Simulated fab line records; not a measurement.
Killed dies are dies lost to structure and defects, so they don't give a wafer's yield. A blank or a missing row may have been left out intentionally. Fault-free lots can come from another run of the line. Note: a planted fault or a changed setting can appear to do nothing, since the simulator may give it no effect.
Split-lot study | flow n5Finfet | 21 wafers read across 7 lots, on a route 1938 steps long

THE SPLIT ITSELF
At N5_BEOL_M2_COAT_62 (time 60 s, resist thk 12 nm), the setting spinRpm was moved away from the recipe's 1500 rpm on 8 of the 21 wafers read, by +2.9% to +10.3%. This setting was run at the recipe's value on the other wafers.

FROM THE SPLIT TO THE READING: what the file shows between them, 4 steps
- N5_BEOL_M2_COAT_73: time 60 s, resist thk 5 nm
- N5_BEOL_M2_COAT_05: resist thk 30 nm
- N5_BEOL_M2_DESCUM_16: chemistry O2, time 7 s
- N5_BEOL_M2_ETCH_74: etches underlayer in N2/H2, target depth 6.5 nm, time 5.2 s

THE READING
etch.depthNm (the simulator's own value, which no gauge read), in nm, at N5_BEOL_M2_ETCH_63 (etches SiARC in CF4, target depth 15.6 nm, time 26 s). The file gives no usual value for it. Here, 13 wafers ran the recipe; their average is 12.01 nm with a standard deviation of 0.037 nm.

wafer  | tool, chamber at the split | spinRpm as run, rpm | against the recipe | etch.depthNm, nm | against lot-mates on the recipe
L075.1 | lithoTrack-03, 0           | 1500                | recipe             | 12.01            | -
L075.2 | lithoTrack-03, 0           | 1654                | +10.3%             | 11.45            | -0.59
L075.5 | lithoTrack-03, 0           | 1500                | recipe             | 12.06            | -
L078.1 | lithoTrack-01, 0           | 1500                | recipe             | 12.05            | -
L078.2 | lithoTrack-01, 0           | 1500                | recipe             | 12.03            | -
L078.5 | lithoTrack-01, 0           | 1500                | recipe             | 12.01            | -
L079.2 | lithoTrack-02, 0           | 1620                | +8.0%              | 11.52            | -0.50
L079.3 | lithoTrack-02, 0           | 1500                | recipe             | 12.02            | -
L079.4 | lithoTrack-02, 0           | 1620                | +8.0%              | 11.61            | -0.41
L085.1 | lithoTrack-01, 0           | 1544                | +2.9%              | 11.85            | -0.19
L085.5 | lithoTrack-01, 0           | 1500                | recipe             | 12.04            | -
L085.6 | lithoTrack-01, 0           | 1544                | +2.9%              | 11.84            | -0.20
L090.2 | lithoTrack-02, 0           | 1500                | recipe             | 12               | -
L090.5 | lithoTrack-02, 0           | 1500                | recipe             | 11.97            | -
L090.6 | lithoTrack-02, 0           | 1654                | +10.3%             | 11.45            | -0.54
L096.1 | lithoTrack-01, 0           | 1500                | recipe             | 12               | -
L096.4 | lithoTrack-01, 0           | 1500                | recipe             | 11.91            | -
L096.6 | lithoTrack-01, 0           | 1500                | recipe             | 11.98            | -
L097.1 | lithoTrack-02, 0           | 1500                | recipe             | 12               | -
L097.2 | lithoTrack-02, 0           | 1637                | +9.1%              | 11.47            | -0.53
L097.4 | lithoTrack-02, 0           | 1637                | +9.1%              | 11.46            | -0.54

THE FIT
A straight line over all 21 wafers: etch.depthNm changes by -0.0561 nm for each +1% of spinRpm; r = -0.99; the points scatter about the line by 0.036 nm.
The same after taking each lot's own level away (the mean of its wafers on the recipe; 21 wafers): -0.0564 nm for each +1%; r = -0.99; scatter 0.029 nm.
Per that fit: largest spinRpm move, reading shift of 0.58 nm.
The lots' own levels span 11.963 to 12.040 nm, that is 2.1 times the standard deviation above.
So the lot-to-lot level changes the slope little: the two slopes agree.
Check: for one of the wafers moved furthest among these (+10.3%), held out of the fit, the line's prediction against its lot-mates is -0.582 nm. Against them it came out at -0.585 nm.

THE OTHER SPLITS THESE WAFERS WENT THROUGH
Other splits were also applied to these wafers ahead of the reading. Each is held against what the fit with the lots' levels taken away leaves over:
other split on the same wafers           | wafers away from the commonest value | r with etch.depthNm (lot level and that fit taken away)
N5_BEOL_M0_SAQP_SPACER1_ALD_98 aldCycles | 9                                    | +0.03
N5_BEOL_M0_SPUTTER_116 timeS             | 8                                    | +0.21
N5_BEOL_M1_COAT_05 spinRpm               | 5                                    | -0.14
N5_BEOL_M1_ETCH_64 timeS                 | 6                                    | +0.37
N5_BEOL_M2_ILD_DEP_00 timeS              | 8                                    | +0.33

THE WHOLE CHAIN: every reading that the file lists as answering this split, in the file's order
step               | what it does                                         | reading                                                                         | change (the file's fit)                | r (the file's)
N5_BEOL_M2_COAT_62 | time 60 s, resist thk 12 nm                          | SiARC_of_BEOL_M2_COAT_62.thkNm (the simulator's own value, which no gauge read) | -0.0588 nm for each +1% of the setting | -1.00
N5_BEOL_M2_ETCH_63 | etches SiARC in CF4, target depth 15.6 nm, time 26 s | etch.depthNm (the simulator's own value, which no gauge read)                   | -0.0563 nm for each +1% of the setting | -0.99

THE FILE'S OWN FIT
etch.depthNm changes by -0.0563 nm for each +1% of spinRpm, r = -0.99.
